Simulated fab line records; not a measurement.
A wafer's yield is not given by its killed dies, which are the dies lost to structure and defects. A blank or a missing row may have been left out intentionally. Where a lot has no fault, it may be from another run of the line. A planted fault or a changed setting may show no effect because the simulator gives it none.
Chamber matching    flow nand harc    NHARC_A_ZERO_WELL_ETCH_13 on rie si-04: 4 sister chambers
The step etches the open film in HBr/Cl2, target depth 120 nm, time 40.1 s. 8 wafers are shown with their chamber, then 7 later ones without.

## WAFERS, EACH WITH ITS CHAMBER
wafer   chamber  drypump motor current A (A)  oes product au (a.u.)
L408.1  1        6.3                          1.006
L412.5  2        6.2                          0.993
L412.6  3        6.0                          0.991
L418.1  0        5.5                          0.981
L418.3  3        6.0                          0.993
L418.5  1        6.3                          0.995
L422.3  2        6.2                          0.983
L422.4  0        5.6                          0.982

## WAFERS MISSING THEIR CHAMBER
wafer   drypump motor current A (A)  oes product au (a.u.)
L422.5  6.2                          0.993
L424.1  5.5                          0.983
L424.3  6.2                          0.979
L424.6  6.2                          0.981
L429.1  6.0                          0.990
L429.2  6.3                          0.991
L429.5  6.0                          0.995

## WHICH CHAMBER EACH ONE RAN IN
wafer   from the rows above      in truth
L422.5  2                        2
L424.1  0                        0
L424.3  2                        2
L424.6  2                        2
L429.1  3                        3
L429.2  can't be placed: 1 or 2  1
L429.5  3                        3
6 of 7 placed correctly. Cannot be placed on the basis of these rows: 1; the candidates contain the true chamber in 1. 0 placed wrongly.
How it was worked out, from the rows above alone: a wafer's distance from a chamber is the root of the sum, over the readings, of the square of ((its reading less the chamber's mean) divided by the reading's scatter). If the next closest chamber is less than 2 further off than the closest, the wafer can't be placed; otherwise it belongs to the closest. A chamber's mean is the mean of its shown wafers. The scatter: the root of (the sum of the squares of (reading less its chamber's mean) over the shown wafers, divided by (wafers less chambers)).
